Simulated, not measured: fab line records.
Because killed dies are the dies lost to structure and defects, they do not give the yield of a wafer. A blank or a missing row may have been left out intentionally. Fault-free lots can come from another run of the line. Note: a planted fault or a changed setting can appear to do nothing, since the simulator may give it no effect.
fab line records | flow n5-finfet
record: lots: 24 wafers: 72 last-day: 17
route steps=1938 shown BEOL_M0_SAQP@672 BEOL_M0_CUTY@710 BEOL_M0@729 BEOL_M1@751
lots that met no fault: taken from a fault-free run of the same line
start-h: the number of hours between the record's first day and the start of the first shown wafer of the lot | wait-h: hours from the lot's prior step to this one | " identical to the entry in the row above | L1.1+2: several wafers, shown together as one row | - no value, or no start given | * or withheld: withheld | < > ~ a bound
route shown NAME@n: NAME is a module with steps in the file, n the number in the route of the first one | usual: mean/standard deviation of fault-free wafers | same: alike in all rows | chamber/n: place in a boat | sites: per-site readings | _std_site: how widely they spread, as a standard deviation | _edge_site: mean of outer sites minus mean of inner sites | radius-mm: how far each site lies from the wafer's centre | mask NAME#n: copy n | behind: the most recent tool/chamber to have shaped the wafer | hold: why the lot went on hold/how many hours it stayed there/how the hold came to an end | device: the transistor (n, p or np) that didn't switch | end of line: tests run on the same wafers once the route is complete | a step without rows: its recipe alone | killed: at the first sort, the dies lost to defects and structure; wafer yield is something else | map: the dies of a wafer, with x for killed, . for not killed, _ for no die there
set.NAME: the run value of the setting; set.NAME@STEP: its run value at that earlier step | model.NAME: the simulator's own value behind a step, which no gauge read
steps of the route over a sample of lots; a table a step, a row a wafer
services: a tool's chamber out of use, with start hour (start-h, from the record's first day; less than 0 if before it), hours out, and reason
== steps ==
step: N5_BEOL_M0_SAQP_ETCH_106
recipe: chemistry: N2/H2 target: SOC target-depth-a: 1500 stop-on: SiNx ion-energy-ev: 100 bias-w: 61 pressure-mtorr: 30 source-w: 850 n2-flow-sccm: 200 h2-flow-sccm: 200
usual: drypump-motor-current-A: 5.9/0.46 oes-product-au: 0.79/0.085 rf-vpp-V: 240.8/1.6 showerhead-plenum-p-Torr: 2.56/0.095 throttle-valve-pct: 17.87/0.27
columns lot.wafer tool chamber start-h wait-h drypump-motor-current-A oes-product-au rf-hours-counter-h rf-vpp-V showerhead-plenum-p-Torr throttle-valve-pct
L074.3 rie-diel-02 1 107.06 - 6.3 0.75 128 241.2 2.66 17.45
L074.4 " 0 " " 6.0 0.86 43 242.5 2.70 17.40
L074.5 " 2 " " 6.2 0.76 - 239.6 2.43 18.16
L075.2 rie-diel-03 2 127.86 - 5.3 0.77 127 240.0 2.46 18.04
L075.3 " 1 " " 5.9 0.75 145 243.6 2.66 18.14
L075.5 " 3 " " 5.4 0.68 - 239.6 2.51 18.12
L076.2 rie-diel-02 0 129.80 - 6.0 0.85 53 241.8 2.69 17.42
L076.4 " 1 " " 6.3 0.76 - 242.9 2.66 17.43
L076.6 " 0 " " 6.0 0.86 - 242.9 2.69 17.44
L077.2 rie-diel-03 0 133.74 - 6.7 0.93 4 239.7 2.50 17.69
L077.4 " 3 " " 5.4 0.67 235 240.8 2.51 18.14
L077.5 " 1 " " 5.9 0.74 - 243.2 2.66 18.16
L078.3 rie-diel-03 1 134.58 - 6.0 0.75 148 242.9 2.66 18.15
L078.4 " 2 " " 5.3 0.76 129 239.6 2.46 18.04
L078.5 " 0 " " 6.7 0.93 - 241.6 2.50 17.69
L079.1 rie-diel-03 1 144.17 - 5.9 0.75 152 241.9 2.66 18.17
L079.2 " 2 " " 5.3 0.76 133 240.0 2.46 18.02
L079.6 " 2 " " 5.3 0.75 - 239.2 2.46 18.04
L080.1 rie-diel-06 3 151.55 - 5.8 0.83 78 243.6 2.68 17.64
L080.2 " 0 " " 6.0 0.67 232 241.4 2.50 17.99
L080.5 " 0 " " 6.0 0.67 - 239.6 2.50 17.98
L081.2 rie-diel-02 0 158.24 - 6.0 0.84 65 243.4 2.69 17.43
L081.3 " 2 " " 6.2 0.75 181 238.7 2.43 18.19
L081.4 " 1 " " 6.2 0.75 143 241.7 2.66 17.48
L082.1 rie-diel-03 2 158.98 - 5.3 0.76 138 239.5 2.46 18.05
L082.3 " 0 " " 6.7 0.90 13 239.9 2.50 17.69
L082.6 " 2 " " 5.3 0.76 - 238.0 2.46 18.05
L083.2 rie-diel-03 2 164.23 - 5.3 0.76 140 239.1 2.46 18.04
L083.3 " 3 " " 5.4 0.67 246 240.0 2.50 18.14
L083.6 " 1 " " 6.0 0.74 - 242.8 2.66 18.17
L084.2 rie-diel-03 3 169.25 - 5.3 0.67 247 240.0 2.50 18.12
L084.3 " 0 " " 6.7 0.89 17 241.0 2.49 17.70
L084.6 " 1 " " 5.9 0.74 - 241.8 2.65 18.16
L085.1 rie-diel-06 0 178.94 - 5.9 0.66 240 239.2 2.50 18.00
L085.4 " 3 " " 5.8 0.82 85 242.9 2.68 17.66
L085.5 " 1 " " 6.1 0.89 - 241.8 2.59 17.43
L086.4 rie-diel-03 2 185.21 - 5.3 0.75 - 238.5 2.45 18.06
L086.5 " 0 " " 6.7 0.88 - 239.5 2.49 17.72
L086.6 " 1 " " 6.0 0.73 - 241.6 2.65 18.18
L087.3 rie-diel-03 0 193.72 - 6.6 0.87 28 238.6 2.49 17.74
L087.4 " 1 " " 5.9 0.72 - 241.7 2.65 18.17
L087.6 " 0 " " 6.7 0.86 - 238.3 2.49 17.74
L088.1 rie-diel-02 1 201.30 - 6.3 0.73 158 241.3 2.65 17.49
L088.4 " 2 " " 6.2 0.73 - 237.9 2.42 18.21
L088.6 " 1 " " 6.3 0.72 - 241.8 2.65 17.49
L089.1 rie-diel-02 3 204.92 - 5.6 0.91 17 242.0 2.71 17.59
L089.2 " 1 " " 6.2 0.73 158 242.8 2.65 17.49
L089.4 " 1 " " 6.2 0.74 - 243.5 2.65 17.48
L090.2 rie-diel-06 3 210.12 - 5.8 0.82 90 242.5 2.68 17.66
L090.3 " 1 " " 6.2 0.89 26 240.4 2.59 17.43
L090.5 " 2 " " 5.2 0.86 - 241.8 2.58 17.74
L091.1 rie-diel-03 3 216.50 - 5.4 0.93 6 239.4 2.50 17.74
L091.3 " 0 " " 6.6 0.86 34 239.6 2.49 17.72
L091.6 " 2 " " 5.3 0.74 - 239.5 2.45 18.09
L092.3 rie-diel-03 1 220.04 - 6.0 0.72 179 241.7 2.65 18.21
L092.5 " 2 " " 5.3 0.74 - 237.5 2.45 18.09
L092.6 " 1 " " 6.0 0.72 - 242.1 2.65 18.19
L093.2 rie-diel-03 1 223.85 - 5.9 0.72 180 240.9 2.65 18.20
L093.4 " 3 " " 5.4 0.93 8 239.8 2.50 17.72
L093.6 " 2 " " 5.3 0.74 - 239.0 2.45 18.10
L094.1 rie-diel-03 3 228.16 - 5.4 0.92 9 240.8 2.50 17.75
L094.5 " 2 " " 5.3 0.73 - 239.7 2.45 18.09
L094.6 " 1 " " 5.9 0.72 - 242.4 2.65 18.21
L095.2 rie-diel-03 2 233.75 - 5.3 0.74 164 238.3 2.45 18.09
L095.4 " 3 " " 5.4 0.92 10 239.3 2.50 17.74
L095.6 " 3 " " 5.3 0.92 - 240.8 2.50 17.73
L096.1 rie-diel-02 3 242.96 - 5.6 0.90 31 242.6 2.70 17.61
L096.2 " 1 " " 6.3 0.72 173 243.1 2.65 17.52
L096.6 " 1 " " 6.3 0.72 - 241.7 2.65 17.51
L097.2 rie-diel-06 1 252.98 - 6.1 0.87 36 242.4 2.58 17.45
L097.3 " 2 " " 5.2 0.83 62 239.8 2.57 17.76
L097.5 " 3 " " 5.9 0.79 - 243.7 2.67 17.68
step: N5_BEOL_M0_SAQP_ETCH_107
recipe: chemistry: CH3F/O2 target: SiNx target-depth-a: 300 mask-material: SOC pressure-mtorr: 30 source-w: 395 bias-w: 73 Ar_flow_sccm: 150 CH3F_flow_sccm: 30 O2_flow_sccm: 20 ion-energy-ev: 120
usual: drypump-motor-current-A: 5.9/0.47 oes-product-au: 0.80/0.089 rf-vpp-V: 299/3.2 showerhead-plenum-p-Torr: 2.01/0.075 throttle-valve-pct: 16.37/0.24
columns lot.wafer tool chamber start-h wait-h drypump-motor-current-A oes-product-au rf-hours-counter-h rf-vpp-V showerhead-plenum-p-Torr throttle-valve-pct
L074.3 rie-diel-02 1 107.12 0.0 6.2 0.77 128 304 2.09 16.03
L074.4 " 0 " " 6.1 0.89 43 300 2.12 16.00
L074.5 " 2 " " 6.2 0.76 - 297 1.92 16.69
L075.2 rie-diel-03 2 127.92 0.0 5.3 0.77 127 295 1.93 16.40
L075.3 " 1 " " 5.9 0.76 145 298 2.09 16.57
L075.5 " 3 " " 5.3 0.68 - 303 1.98 16.77
L076.2 rie-diel-02 0 129.86 0.0 6.1 0.86 53 300 2.12 16.00
L076.4 " 1 " " 6.2 0.77 - 301 2.09 16.04
L076.6 " 0 " " 6.0 0.87 - 300 2.12 16.01
L077.2 rie-diel-03 0 133.80 0.0 6.6 0.95 4 302 1.97 16.19
L077.4 " 3 " " 5.3 0.68 235 302 1.98 16.78
L077.5 " 1 " " 5.9 0.76 - 296 2.09 16.55
L078.3 rie-diel-03 1 134.64 0.0 5.9 0.75 148 298 2.09 16.56
L078.4 " 2 " " 5.3 0.77 129 296 1.92 16.41
L078.5 " 0 " " 6.7 0.93 - 303 1.97 16.17
L079.1 rie-diel-03 1 144.23 0.0 5.9 0.75 152 297 2.09 16.55
L079.2 " 2 " " 5.3 0.76 133 296 1.92 16.42
L079.6 " 2 " " 5.3 0.77 - 297 1.92 16.39
L080.1 rie-diel-06 3 151.61 0.0 5.9 0.84 78 294 2.11 16.04
L080.2 " 0 " " 5.9 0.68 232 292 1.98 16.55
L080.5 " 0 " " 5.9 0.68 - 293 1.98 16.56
L081.2 rie-diel-02 0 158.30 0.0 6.0 0.85 65 299 2.12 16.04
L081.3 " 2 " " 6.2 0.76 181 297 1.91 16.71
L081.4 " 1 " " 6.2 0.75 143 302 2.08 16.06
L082.1 rie-diel-03 2 159.04 0.0 5.3 0.76 138 296 1.92 16.42
L082.3 " 0 " " 6.7 0.92 13 302 1.96 16.18
L082.6 " 2 " " 5.3 0.76 - 298 1.92 16.42
L083.2 rie-diel-03 2 164.29 0.0 5.3 0.76 140 297 1.92 16.41
L083.3 " 3 " " 5.3 0.68 246 302 1.97 16.80
L083.6 " 1 " " 6.0 0.74 - 297 2.08 16.56
L084.2 rie-diel-03 3 169.31 0.0 5.3 0.67 247 303 1.97 16.79
L084.3 " 0 " " 6.7 0.90 17 302 1.96 16.21
L084.6 " 1 " " 6.0 0.74 - 297 2.08 16.59
L085.1 rie-diel-06 0 179.00 0.0 6.0 0.67 240 294 1.97 16.59
L085.4 " 3 " " 5.8 0.83 85 294 2.11 16.06
L085.5 " 1 " " 6.1 0.92 - 294 2.05 16.03
L086.4 rie-diel-03 2 185.26 0.0 5.3 0.75 - 296 1.92 16.42
L086.5 " 0 " " 6.7 0.89 - 302 1.96 16.21
L086.6 " 1 " " 5.9 0.74 - 298 2.08 16.59
L087.3 rie-diel-03 0 193.78 0.0 6.7 0.90 28 300 1.96 16.24
L087.4 " 1 " " 5.9 0.73 - 298 2.08 16.61
L087.6 " 0 " " 6.6 0.88 - 302 1.96 16.22
L088.1 rie-diel-02 1 201.36 0.0 6.2 0.72 158 301 2.08 16.10
L088.4 " 2 " " 6.2 0.74 - 296 1.91 16.75
L088.6 " 1 " " 6.2 0.74 - 300 2.08 16.10
L089.1 rie-diel-02 3 204.98 0.0 5.6 0.94 17 300 2.14 16.21
L089.2 " 1 " " 6.3 0.74 159 301 2.08 16.08
L089.4 " 1 " " 6.2 0.74 - 303 2.08 16.09
L090.2 rie-diel-06 3 210.18 0.0 5.8 0.82 90 293 2.10 16.09
L090.3 " 1 " " 6.1 0.90 26 295 2.05 16.05
L090.5 " 2 " " 5.2 0.86 - 304 2.04 16.26
L091.1 rie-diel-03 3 216.56 0.0 5.3 0.95 6 304 1.97 16.34
L091.3 " 0 " " 6.7 0.87 34 302 1.96 16.23
L091.6 " 2 " " 5.3 0.75 - 295 1.91 16.44
L092.3 rie-diel-03 1 220.10 0.0 6.0 0.73 179 298 2.08 16.61
L092.5 " 2 " " 5.3 0.74 - 297 1.91 16.44
L092.6 " 1 " " 5.9 0.72 - 298 2.08 16.60
L093.2 rie-diel-03 1 223.91 0.0 5.9 0.73 180 298 2.08 16.60
L093.4 " 3 " " 5.3 0.94 8 302 1.97 16.33
L093.6 " 2 " " 5.3 0.74 - 297 1.91 16.46
L094.1 rie-diel-03 3 228.22 0.0 5.3 0.94 9 302 1.97 16.34
L094.5 " 2 " " 5.3 0.74 - 296 1.91 16.44
L094.6 " 1 " " 5.9 0.72 - 298 2.08 16.62
L095.2 rie-diel-03 2 233.81 0.0 5.3 0.75 164 296 1.91 16.48
L095.4 " 3 " " 5.3 0.94 10 303 1.97 16.35
L095.6 " 3 " " 5.4 0.95 - 301 1.97 16.34
L096.1 rie-diel-02 3 243.02 0.0 5.6 0.90 31 300 2.13 16.22
L096.2 " 1 " " 6.2 0.72 173 301 2.07 16.11
L096.6 " 1 " " 6.2 0.73 - 302 2.07 16.11
L097.2 rie-diel-06 1 253.04 0.0 6.2 0.88 36 294 2.04 16.06
L097.3 " 2 " " 5.2 0.84 62 303 2.03 16.32
L097.5 " 3 " " 5.9 0.81 - 295 2.10 16.10
step: N5_BEOL_M0_CUTY_INSPECT_59
recipe: mode: adi inspect-instrument: macro
usual: raw-defect-count: 1.9/1.3
columns lot.wafer tool chamber start-h wait-h raw-defect-count
L074.3 defect-inspect-01 - 110.83 0.0 5
L074.4 " - " " 2
L074.5 " - " " 2
L075.2 defect-inspect-01 - 132.66 0.0 2
L075.3 " - " " 4
L075.5 " - " " 3
L076.2 defect-inspect-02 - 134.80 0.0 1
L076.4 " - " " 1
L076.6 " - " " 4
L077.2 defect-inspect-01 - 136.80 0.0 0
L077.4 " - " " 0
L077.5 " - " " 2
L078.3 defect-inspect-02 - 138.09 0.0 3
L078.4 " - " " 1
L078.5 " - " " 1
L079.1 defect-inspect-02 - 147.17 0.0 3
L079.2 " - " " 3
L079.6 " - " " 2
L080.1 defect-inspect-02 - 154.39 0.0 3
L080.2 " - " " 4
L080.5 " - " " 3
L081.2 defect-inspect-01 - 161.26 0.0 1
L081.3 " - " " 1
L081.4 " - " " 1
L082.1 defect-inspect-01 - 162.15 0.0 3
L082.3 " - " " 3
L082.6 " - " " 2
L083.2 defect-inspect-01 - 167.48 0.0 3
L083.3 " - " " 2
L083.6 " - " " 2
L084.2 defect-inspect-01 - 172.43 0.0 2
L084.3 " - " " 1
L084.6 " - " " 1
L085.1 defect-inspect-02 - 184.14 0.0 0
L085.4 " - " " 1
L085.5 " - " " 1
L086.4 defect-inspect-02 - 190.48 0.0 2
L086.5 " - " " 3
L086.6 " - " " 2
L087.3 defect-inspect-02 - 196.68 0.0 3
L087.4 " - " " 0
L087.6 " - " " 1
L088.1 defect-inspect-02 - 204.38 0.0 1
L088.4 " - " " 1
L088.6 " - " " 2
L089.1 defect-inspect-01 - 208.08 0.0 1
L089.2 " - " " 2
L089.4 " - " " 3
L090.2 defect-inspect-02 - 213.08 0.0 1
L090.3 " - " " 4
L090.5 " - " " 0
L091.1 defect-inspect-02 - 219.78 0.0 4
L091.3 " - " " 3
L091.6 " - " " 3
L092.3 defect-inspect-02 - 223.09 0.0 0
L092.5 " - " " 4
L092.6 " - " " 1
L093.2 defect-inspect-01 - 226.90 0.0 2
L093.4 " - " " 4
L093.6 " - " " 3
L094.1 defect-inspect-02 - 231.34 0.0 3
L094.5 " - " " 1
L094.6 " - " " 2
L095.2 defect-inspect-01 - 237.04 0.0 2
L095.4 " - " " 0
L095.6 " - " " 3
L096.1 defect-inspect-01 - 246.08 0.0 3
L096.2 " - " " 2
L096.6 " - " " 5
L097.2 defect-inspect-02 - 255.79 0.0 2
L097.3 " - " " 0
L097.5 " - " " 1
step: N5_BEOL_M0_DEGAS_112
recipe: ambient: vacuum temp-c: 250 time-s: 60
usual: heater-power-w: 324/34 susceptor-temp-C: 250.01/0.19
columns lot.wafer tool chamber start-h wait-h heater-power-w susceptor-temp-C
L074.3 pvd-sputter-03 - 116.94 0.0 342 249.99
L074.4 " - " " 336 249.96
L074.5 " - " " 337 249.94
L075.2 pvd-sputter-02 - 136.42 0.5 314 250.46
L075.3 " - " " 249 250.15
L075.5 " - " " 312 250.52
L076.2 pvd-sputter-03 - 137.54 0.3 291 249.91
L076.4 " - " " 340 249.97
L076.6 " - " " 321 250.19
L077.2 pvd-sputter-03 - 140.81 0.1 346 249.77
L077.4 " - " " 296 250.27
L077.5 " - " " 340 249.81
L078.3 pvd-sputter-01 - 140.84 0.1 309 250.26
L078.4 " - " " 327 250.32
L078.5 " - " " 309 250.12
L079.1 pvd-sputter-03 - 151.27 2.6 292 250.08
L079.2 " - " " 334 250.30
L079.6 " - " " 290 250.04
L080.1 pvd-sputter-03 - 157.50 1.4 324 249.89
L080.2 " - " " 292 250.21
L080.5 " - " " 327 249.89
L082.1 pvd-sputter-03 - 165.70 1.1 301 249.88
L082.3 " - " " 340 249.88
L082.6 " - " " 290 249.91
L081.2 pvd-sputter-02 - 169.16 0.3 324 250.06
L081.3 " - " " 325 250.12
L081.4 " - " " 245 249.88
L083.2 pvd-sputter-01 - 171.20 0.9 403 249.80
L083.3 " - " " 306 250.06
L083.6 " - " " 311 249.85
L084.2 pvd-sputter-01 - 176.86 0.2 404 249.78
L084.3 " - " " 351 249.86
L084.6 " - " " 313 250.05
L085.1 pvd-sputter-02 - 185.89 0.2 321 249.81
L085.4 " - " " 322 250.00
L085.5 " - " " 238 249.94
L086.4 pvd-sputter-03 - 198.36 0.2 330 249.87
L086.5 " - " " 293 250.23
L086.6 " - " " 342 249.83
L087.3 pvd-sputter-01 - 199.40 0.7 307 249.71
L087.4 " - " " 361 250.13
L087.6 " - " " 316 250.03
L088.1 pvd-sputter-02 - 206.79 0.0 242 249.64
L088.4 " - " " 317 250.07
L088.6 " - " " 310 250.25
L089.1 pvd-sputter-02 - 211.58 0.2 316 249.98
L089.2 " - " " 320 250.12
L089.4 " - " " 240 250.03
L090.2 pvd-sputter-03 - 217.52 0.7 336 250.02
L090.3 " - " " 332 249.91
L090.5 " - " " 336 250.09
L091.1 pvd-sputter-03 - 223.14 0.4 330 250.17
L091.3 " - " " 343 249.98
L091.6 " - " " 333 250.16
L092.3 pvd-sputter-02 - 227.04 0.6 316 250.17
L092.5 " - " " 325 250.33
L092.6 " - " " 325 249.92
L093.2 pvd-sputter-01 - 230.23 0.9 364 250.27
L093.4 " - " " 388 249.65
L093.6 " - " " 319 249.88
L094.1 pvd-sputter-01 - 233.41 0.9 315 250.21
L094.5 " - " " 329 249.71
L094.6 " - " " 393 249.99
L095.2 pvd-sputter-03 - 239.21 0.5 345 249.91
L095.4 " - " " 330 249.89
L095.6 " - " " 337 250.09
L096.1 pvd-sputter-01 - 248.44 0.4 385 249.86
L096.2 " - " " 311 249.86
L096.6 " - " " 394 250.08
L097.2 pvd-sputter-03 - 261.53 0.5 288 249.77
L097.3 " - " " 332 249.93
L097.5 " - " " 335 249.83
step: N5_BEOL_M0_CO_CAP_123
recipe: material: Co target-thk-a: 20 temp-c: 200 precursor: CCTBA/H2 pressure-torr: 30 time-s: 102.1
usual: heater-power-outer-w: 129/17 heater-power-w: 251/37 susceptor-temp-C: 199.99/0.15
columns lot.wafer tool chamber start-h wait-h heater-power-outer-w heater-power-w susceptor-temp-C
L074.3 cvd-co-01 0 119.24 0.1 132 251 200.21
L074.4 " 2 " " 104 204 200.16
L074.5 " 0 " " 131 247 199.93
L075.2 cvd-co-02 1 138.34 0.0 156 318 199.90
L075.3 " 2 " " 116 223 200.05
L075.5 " 2 " " 119 225 200.02
L076.2 cvd-co-02 1 140.63 0.0 157 322 199.88
L076.4 " 0 " " 129 249 200.04
L076.6 " 2 " " 120 226 200.22
L077.2 cvd-co-02 2 142.95 0.0 118 223 200.09
L077.4 " 2 " " 119 221 200.12
L077.5 " 0 " " 126 238 199.89
L078.3 cvd-co-02 0 143.10 0.0 124 253 200.28
L078.4 " 1 " " 160 327 199.87
L078.5 " 2 " " 120 223 200.05
L079.1 cvd-co-01 1 153.40 0.0 123 254 199.80
L079.2 " 2 " " 106 201 200.39
L079.6 " 2 " " 107 209 199.93
L080.1 cvd-co-01 0 159.38 0.0 133 251 199.68
L080.2 " 2 " " 105 205 200.16
L080.5 " 1 " " 126 244 199.76
L082.1 cvd-co-02 2 168.41 0.0 119 217 200.05
L082.3 " 1 " " 159 316 200.13
L082.6 " 0 " " 126 257 199.69
L081.2 cvd-co-01 0 171.47 0.0 131 251 199.85
L081.3 " 1 " " 122 251 200.29
L081.4 " 2 " " 107 204 199.95
L083.2 cvd-co-01 2 173.21 0.0 104 206 199.73
L083.3 " 0 " " 132 248 199.95
L083.6 " 2 " " 105 204 200.24
L084.2 cvd-co-02 1 179.36 0.0 160 322 200.13
L084.3 " 2 " " 115 225 199.95
L084.6 " 0 " " 133 246 199.88
L085.1 cvd-co-02 1 188.55 0.0 161 316 200.10
L085.4 " 2 " " 117 222 199.92
L085.5 " 2 " " 118 227 199.87
L086.4 cvd-co-02 1 200.74 0.0 159 317 200.31
L086.5 " 0 " " 123 250 199.88
L086.6 " 2 " " 120 220 199.94
L087.3 cvd-co-02 0 202.25 0.0 125 252 199.95
L087.4 " 0 " " 126 251 199.77
L087.6 " 1 " " 161 315 199.79
L088.1 cvd-co-01 0 209.60 0.0 129 252 200.09
L088.4 " 0 " " 130 253 200.10
L088.6 " 1 " " 124 251 199.78
L089.1 cvd-co-01 0 214.23 0.0 131 256 199.89
L089.2 " 1 " " 127 246 200.02
L089.4 " 2 " " 107 204 200.12
L090.2 cvd-co-01 0 219.34 0.0 130 245 200.21
L090.3 " 2 " " 104 200 199.86
L090.5 " 0 " " 133 250 200.01
L091.1 cvd-co-02 2 225.00 0.0 121 224 199.74
L091.3 " 1 " " 163 323 200.15
L091.6 " 0 " " 129 257 199.70
L092.3 cvd-co-01 2 229.33 0.0 105 197 199.98
L092.5 " 2 " " 106 201 199.88
L092.6 " 1 " " 130 248 200.16
L093.2 cvd-co-02 2 232.37 0.0 118 230 199.94
L093.4 " 1 " " 157 319 199.97
L093.6 " 0 " " 129 254 199.65
L094.1 cvd-co-02 0 237.20 0.0 129 249 199.85
L094.5 " 2 " " 123 227 200.06
L094.6 " 0 " " 128 252 199.87
L095.2 cvd-co-01 0 241.15 0.0 132 257 199.87
L095.4 " 2 " " 105 203 199.95
L095.6 " 0 " " 128 253 199.87
L096.1 cvd-co-02 1 250.49 0.0 161 315 200.28
L096.2 " 0 " " 129 248 199.95
L096.6 " 1 " " 155 318 200.03
L097.2 cvd-co-01 1 266.27 0.0 129 250 199.88
L097.3 " 2 " " 104 204 199.93
L097.5 " 0 " " 132 249 199.96
step: N5_BEOL_M1_ILD_DEP_00
recipe: material: SiOC target-thk-a: 790 temp-c: 350 precursor: DEMS/O2 pressure-torr: 5 rf-w: 500 time-s: 15.3
usual: heater-power-outer-w: 254/40 heater-power-w: 464/46 showerhead-plenum-p-Torr: 5.694/0.015 susceptor-temp-C: 350.00/0.21 throttle-valve-pct: 11.8/0.66
columns lot.wafer tool chamber start-h wait-h heater-power-outer-w heater-power-w showerhead-plenum-p-Torr susceptor-temp-C throttle-valve-pct
L074.3 pecvd-03 0 119.49 0.0 229 441 5.705 350.02 11.6
L074.4 " 2 " " 236 446 5.699 350.05 11.5
L074.5 " 0 " " 251 435 5.689 350.25 11.6
L075.2 pecvd-02 0 138.59 0.0 199 429 5.707 350.06 13.4
L075.3 " 1 " " 284 476 5.697 350.19 12.3
L075.5 " 1 " " 284 483 5.694 350.22 12.2
L076.2 pecvd-02 1 140.88 0.0 245 436 5.704 350.46 12.5
L076.4 " 1 " " 241 437 5.704 350.39 12.5
L076.6 " 2 " " 283 538 5.703 349.98 11.4
L077.2 pecvd-02 2 143.20 0.0 233 473 5.705 350.11 11.2
L077.4 " 0 " " 230 476 5.698 349.97 13.2
L077.5 " 2 " " 243 501 5.716 349.80 11.1
L078.3 pecvd-03 2 143.35 0.0 215 408 5.694 350.23 11.5
L078.4 " 0 " " 211 397 5.703 349.85 11.7
L078.5 " 1 " " 256 514 5.688 349.70 11.9
L079.1 pecvd-03 1 153.65 0.0 181 415 5.699 350.30 12.0
L079.2 " 0 " " 283 481 5.699 349.95 11.7
L079.6 " 0 " " 211 399 5.716 349.74 11.7
L080.1 pecvd-03 2 159.62 0.0 186 364 5.686 349.72 11.7
L080.2 " 1 " " 247 490 5.712 350.22 12.1
L080.5 " 0 " " 273 456 5.696 350.04 11.7
L082.1 pecvd-01 1 168.66 0.0 268 450 5.673 349.98 11.6
L082.3 " 2 " " 319 520 5.668 349.98 10.7
L082.6 " 2 " " 322 514 5.669 349.82 11.0
L081.2 pecvd-01 0 171.71 0.0 320 522 5.707 349.81 12.2
L081.3 " 2 " " 333 530 5.656 349.95 10.9
L081.4 " 0 " " 317 549 5.692 349.64 11.9
L083.2 pecvd-03 2 173.46 0.0 188 369 5.677 349.83 11.6
L083.3 " 0 " " 234 426 5.695 349.96 11.5
L083.6 " 0 " " 240 424 5.691 349.70 11.8
L084.2 pecvd-03 2 179.60 0.0 198 382 5.680 350.17 11.4
L084.3 " 1 " " 245 505 5.689 349.93 12.0
L084.6 " 2 " " 199 376 5.680 349.90 11.7
L085.1 pecvd-01 0 188.83 0.0 301 494 5.700 350.02 11.8
L085.4 " 0 " " 299 507 5.713 349.65 12.2
L085.5 " 1 " " 252 445 5.679 349.93 11.3
L086.4 pecvd-02 1 201.01 0.1 278 494 5.700 349.89 12.5
L086.5 " 0 " " 202 426 5.704 349.91 13.2
L086.6 " 2 " " 261 514 5.687 350.23 11.2
L087.3 pecvd-02 0 202.49 0.0 209 444 5.715 349.83 13.3
L087.4 " 1 " " 250 443 5.695 350.41 12.4
L087.6 " 0 " " 209 444 5.707 350.03 13.1
L088.1 pecvd-02 2 209.84 0.0 246 502 5.705 349.58 11.2
L088.4 " 2 " " 253 509 5.699 350.02 11.6
L088.6 " 0 " " 212 457 5.713 349.48 13.2
L089.1 pecvd-03 2 214.51 0.0 214 411 5.673 349.95 11.7
L089.2 " 0 " " 286 478 5.681 349.89 11.9
L089.4 " 1 " " 213 452 5.692 349.99 12.0
L090.2 pecvd-03 1 219.59 0.0 190 427 5.684 350.00 11.8
L090.3 " 2 " " 208 388 5.690 350.26 11.2
L090.5 " 2 " " 211 384 5.696 350.52 11.5
L091.1 pecvd-02 0 225.25 0.0 249 482 5.712 350.12 13.4
L091.3 " 1 " " 263 451 5.691 349.93 12.5
L091.6 " 1 " " 263 461 5.689 350.02 12.5
L092.3 pecvd-01 1 229.58 0.0 283 461 5.691 349.91 11.6
L092.5 " 2 " " 317 517 5.667 349.49 10.8
L092.6 " 0 " " 275 480 5.712 350.01 11.9
L093.2 pecvd-02 2 232.64 0.0 266 525 5.716 350.11 11.1
L093.4 " 2 " " 272 522 5.696 350.18 11.2
L093.6 " 0 " " 215 447 5.705 350.07 13.3
L094.1 pecvd-01 0 237.44 0.0 321 520 5.713 350.17 12.0
L094.5 " 0 " " 313 532 5.699 350.10 11.8
L094.6 " 1 " " 259 446 5.688 349.87 11.7
L095.2 pecvd-01 1 241.39 0.0 213 363 5.695 350.32 11.8
L095.4 " 2 " " 308 510 5.668 350.00 11.1
L095.6 " 0 " " 309 510 5.714 349.97 12.0
L096.1 pecvd-01 0 250.77 0.0 262 453 5.723 349.89 12.2
L096.2 " 1 " " 281 468 5.680 350.13 11.7
L096.6 " 2 " " 271 458 5.655 350.08 10.9
L097.2 pecvd-01 0 266.52 0.0 325 562 5.721 350.14 12.1
L097.3 " 2 " " 312 524 5.661 349.82 11.3
L097.5 " 0 " " 338 561 5.711 349.75 11.9
== services ==
columns tool chamber start-h hours kind
rie-diel-06 0 88.86 4.1 repair
rie-diel-03 0 98.81 - clean
rie-diel-03 0 98.81 - consumable-replace:focus-ring
rie-diel-03 0 98.81 21.2 scheduled-down
rie-diel-02 1 113.73 15.6 repair
rie-diel-06 2 117.42 1.2 repair
rie-diel-02 3 153.75 1.5 repair
rie-diel-03 3 164.52 1.7 repair
cvd-co-01 2 178.45 2.3 repair
rie-diel-06 - 179.18 14.6 pm
cvd-co-02 0 183.03 9.2 repair
pecvd-03 2 190.05 6.5 repair
cvd-co-02 - 192.72 6.9 pm
pecvd-01 - 195.64 14.6 pm
rie-diel-02 0 201.01 9.1 repair
rie-diel-02 2 223.76 6.1 repair
pecvd-03 0 231.60 8.4 repair
cvd-co-01 - 234.99 6.0 pm
rie-diel-02 2 237.18 4.4 repair
rie-diel-06 2 241.17 1.2 repair
cvd-co-02 2 248.60 21.1 repair
cvd-co-01 - 249.98 0.8 repair
pecvd-02 - 256.77 4.3 pm
rie-diel-06 3 259.63 4.8 repair
== key ==
fault none
